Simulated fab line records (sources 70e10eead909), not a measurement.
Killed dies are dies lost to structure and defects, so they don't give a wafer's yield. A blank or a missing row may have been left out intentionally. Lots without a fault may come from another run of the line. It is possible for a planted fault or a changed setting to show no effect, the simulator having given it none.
Which tool did it? -- flow nand-harc -- 13 lots, 39 wafers sampled, at 5 steps of a route of 1302

== WHAT THE GAUGES READ, wafer by wafer ==
NHARC_A_BONDPAD_OVL_MEAS_35.
lot,measured,on,overlay-x-nm (nm),overlay-y-nm (nm)
L597,day 23 18:22,overlay-01,-14 -14 -14,-2 -2 -2
L599,day 25 04:44,overlay-02,1 1 0,-4 -4 -4
L600,day 26 05:44,overlay-02,-2 -2 -2,4 4 4
L604,day 26 09:17,overlay-01,2 2 2,-6 -6 -6
L603,day 26 11:10,overlay-01,3 3 3,-2 -3 -3
L605,day 26 20:22,overlay-01,-2 -3 -3,-2 -2 -2
L609,day 28 15:31,overlay-02,0 0 0,-4 -4 -4
L611,day 28 22:58,overlay-01,2 2 2,-10 -10 -10
L612,day 29 22:55,overlay-01,-1 0 0,-7 -7 -7
L610,day 30 04:13,overlay-01,-7 -7 -7,3 3 2
L615,day 31 08:10,overlay-01,-8 -8 -9,-1 0 0
L616,day 31 10:23,overlay-02,6 6 6,-4 -4 -4
L619,day 32 13:41,overlay-02,14 14 14,-6 -6 -6

NHARC_END_SORT_01.
lot,measured,on,defect-limited-yield (%),killed-at-array,killed-at-other,killed-at-periphery,killed-dies,killed-open,killed-short
L597,day 25 04:08,prober-01,83.5 84.0 83.0,110 106 112,0 1 1,2 1 2,112 108 115,3 2 0,3 5 5
L599,day 26 10:49,prober-02,91.7 92.5 90.5,54 47 60,0 0 0,2 4 4,56 51 64,2 4 0,1 1 6
L600,day 27 14:31,prober-02,91.9 90.5 91.4,49 56 54,2 3 3,4 5 1,55 64 58,2 3 1,2 3 1
L604,day 27 13:40,prober-01,86.6 84.9 88.0,87 95 78,0 1 1,4 6 2,91 102 81,1 4 1,1 3 1
L603,day 27 22:22,prober-02,86.1 86.7 87.6,86 88 82,5 0 1,3 2 1,94 90 84,2 2 1,3 0 1
L605,day 28 05:19,prober-01,90.3 91.0 91.4,57 56 56,3 0 0,6 5 2,66 61 58,4 3 4,3 0 2
L609,day 30 00:38,prober-01,0 0 0,38 43 49,630 622 621,9 12 7,677 677 677,1 3 4,1 3 2
L612,day 31 05:39,prober-01,0 0 0,81 82 78,590 592 590,6 3 9,677 677 677,4 0 5,0 2 1
L610,day 31 10:38,prober-02,87.0 90.0 87.6,85 68 83,1 0 0,2 0 1,88 68 84,9 1 3,2 1 6
L615,day 32 18:08,prober-01,89.8 88.3 91.3,65 69 53,0 1 0,4 9 6,69 79 59,3 6 1,5 3 3
L616,day 32 23:49,prober-02,93.1 90.7 91.0,45 61 59,0 0 0,2 2 2,47 63 61,2 3 0,0 4 2
L619,day 34 00:38,prober-01,91.1 91.6 91.7,55 51 51,1 1 1,4 5 4,60 57 56,4 3 6,3 4 1

== EACH LOT AND THE TOOL THAT RAN IT (in order: tool; ch and the chambers of the sampled wafers; start) ==
lot,NHARC_THIN_TSV_CMP_01,NHARC_THIN_TSV_STRIP_45,NHARC_THIN_TSV_DEP_47
L597,"cmp-01 ch 1,2,3, day 24 08:02","plasma-asher-02 ch 0,1, day 24 10:21","pecvd-02 ch 0,1,2, day 24 11:08"
L599,"cmp-02 ch 1,2, day 25 18:28","plasma-asher-02 ch 0,1, day 25 20:50","pecvd-04 ch 0,1,2, day 25 21:41"
L600,"cmp-01 ch 0,1, day 26 21:12","plasma-asher-01 ch 1, day 26 23:33","pecvd-01 ch 0,1,2, day 27 00:26"
L604,"cmp-02 ch 1,2, day 26 23:36","plasma-asher-02 ch 0,1, day 27 01:49","pecvd-04 ch 0,2, day 27 02:37"
L603,"cmp-01 ch 1,3, day 27 00:49","plasma-asher-02 ch 0,1, day 27 03:20","pecvd-04 ch 0,2, day 27 04:06"
L605,"cmp-04 ch 0,1,3, day 27 09:58","plasma-asher-02 ch 0,1, day 27 12:19","pecvd-01 ch 0,1, day 27 13:04"
L609,"cmp-01 ch 0,3, day 29 05:14","plasma-asher-02 ch 0,1, day 29 07:41","pecvd-02 ch 0,2, day 29 08:32"
L611,"cmp-02 ch 2,3, day 29 14:02","plasma-asher-02 ch 0,1, day 29 16:19","pecvd-04 ch 0,1, day 29 17:07"
L612,"cmp-04 ch 0,1,3, day 30 13:28","plasma-asher-01 ch 0,1, day 30 15:43","pecvd-02 ch 0,1,2, day 30 16:34"
L610,"cmp-02 ch 1,2, day 30 18:13","plasma-asher-01 ch 1, day 30 20:33","pecvd-02 ch 1,2, day 30 21:21"
L615,"cmp-02 ch 0,1,3, day 32 02:03","plasma-asher-01 ch 0,1, day 32 04:22","pecvd-01 ch 0,1, day 32 05:16"
L616,"cmp-02 ch 0,1,3, day 32 03:13","plasma-asher-02 ch 0,1, day 32 05:37","pecvd-02 ch 1,2, day 32 06:23"
L619,"cmp-01 ch 1,2,3, day 33 03:45","plasma-asher-01 ch 0,1, day 33 06:08","pecvd-04 ch 0,1,2, day 33 06:53"
- NHARC_THIN_TSV_CMP_01: polishes.
- NHARC_THIN_TSV_STRIP_45: strips in O2.
- NHARC_THIN_TSV_DEP_47: deposits SiO2, target thk 200 nm.

== AS READ BY THE TOOLS THEMSELVES (means over the sampled wafers that have a number; for cases with no such wafer, the mark the record gives instead) ==
NHARC_THIN_TSV_CMP_01.
lot,tool,motor-current-A (A),slurry-filter-dp-kPa (kPa)
L597,cmp-01,11.8,13.46
L599,cmp-02,11.8,13.50
L600,cmp-01,12.5,13.46
L604,cmp-02,12.0,13.50
L603,cmp-01,12.9,13.45
L605,cmp-04,12.3,13.49
L609,cmp-01,10.7,13.54
L611,cmp-02,11.6,13.53
L612,cmp-04,12.4,13.49
L610,cmp-02,11.8,13.56
L615,cmp-02,12.0,13.52
L616,cmp-02,12.2,13.55
L619,cmp-01,12.3,13.33

NHARC_THIN_TSV_STRIP_45.
lot,tool,drypump-motor-current-A (A),heater-power-w (W),temp-c (C)
L597,plasma-asher-02,5.8,289,250.01
L599,plasma-asher-02,5.8,296,250.08
L600,plasma-asher-01,5.7,326,250.05
L604,plasma-asher-02,5.8,294,250.06
L603,plasma-asher-02,5.8,296,249.96
L605,plasma-asher-02,6.1,308,250.04
L609,plasma-asher-02,5.8,296,249.88
L611,plasma-asher-02,6.1,311,250.10
L612,plasma-asher-01,6.0,327,250.04
L610,plasma-asher-01,5.7,327,249.99
L615,plasma-asher-01,5.9,324,249.96
L616,plasma-asher-02,6.1,306,250.15
L619,plasma-asher-01,5.9,325,249.86

NHARC_THIN_TSV_DEP_47.
lot,tool,chamber-pressure-Torr (Torr),flow-sccm (sccm),showerhead-vpp-V (V),throttle-valve-pct (%)
L597,pecvd-02,6.505,2652,1755,16.3
L599,pecvd-04,6.518,2647,1902,16.0
L600,pecvd-01,6.484,2656,1797,16.1
L604,pecvd-04,6.497,2653,1920,15.4
L603,pecvd-04,6.510,2650,1880,16.2
L605,pecvd-01,6.506,2648,1769,15.8
L609,pecvd-02,-,-,-,-
L611,pecvd-04,-,-,-,-
L612,pecvd-02,-,-,-,-
L610,pecvd-02,6.509,2659,1795,15.2
L615,pecvd-01,6.479,2654,1804,15.8
L616,pecvd-02,6.501,2639,1818,15.5
L619,pecvd-04,6.507,2651,1908,15.9

== THE ANSWER, worked out from the rows above alone ==
Rule: usual is defined by the lots themselves. The widest of any qualifying gaps counts: lots, ordered by their means at a reading, are off when they make up no more than a third of the lots, leave a main group of 4 or more, and stand apart from it by 3 or more times the standard deviation of that group's means. Not used: any main group whose means are identical at the precision the tables above print for the reading. Also off: a lot with no number at a reading for which 4 or more lots have one. Where the step has rows for the other lots, those lots are counted as sound. First the gauges in route order, then the tools' own readings, where a lot's mean is used as printed above. The first step at which some lot is off is used, and at that step the reading that is off furthest; a lot without a number counts as furthest.
Off: L609, L612, at NHARC_END_SORT_01 (killed-at-other). Mean 0.9 and standard deviation 0.82 in the main group. Neither off nor sound, because the step has no rows for them: L611.
If a tool, at a process step before that reading, ran all the lots that are off and no sound lot after the first of them, it fits. Not tried: the gauges at NHARC_END_SORT_01; whatever is off there is also off at NHARC_THIN_TSV_DEP_47, on other tools, and gauge error can't account for it. None of those tried fits.

== WHAT HAD BEEN PUT IN BY THE SIMULATOR ==
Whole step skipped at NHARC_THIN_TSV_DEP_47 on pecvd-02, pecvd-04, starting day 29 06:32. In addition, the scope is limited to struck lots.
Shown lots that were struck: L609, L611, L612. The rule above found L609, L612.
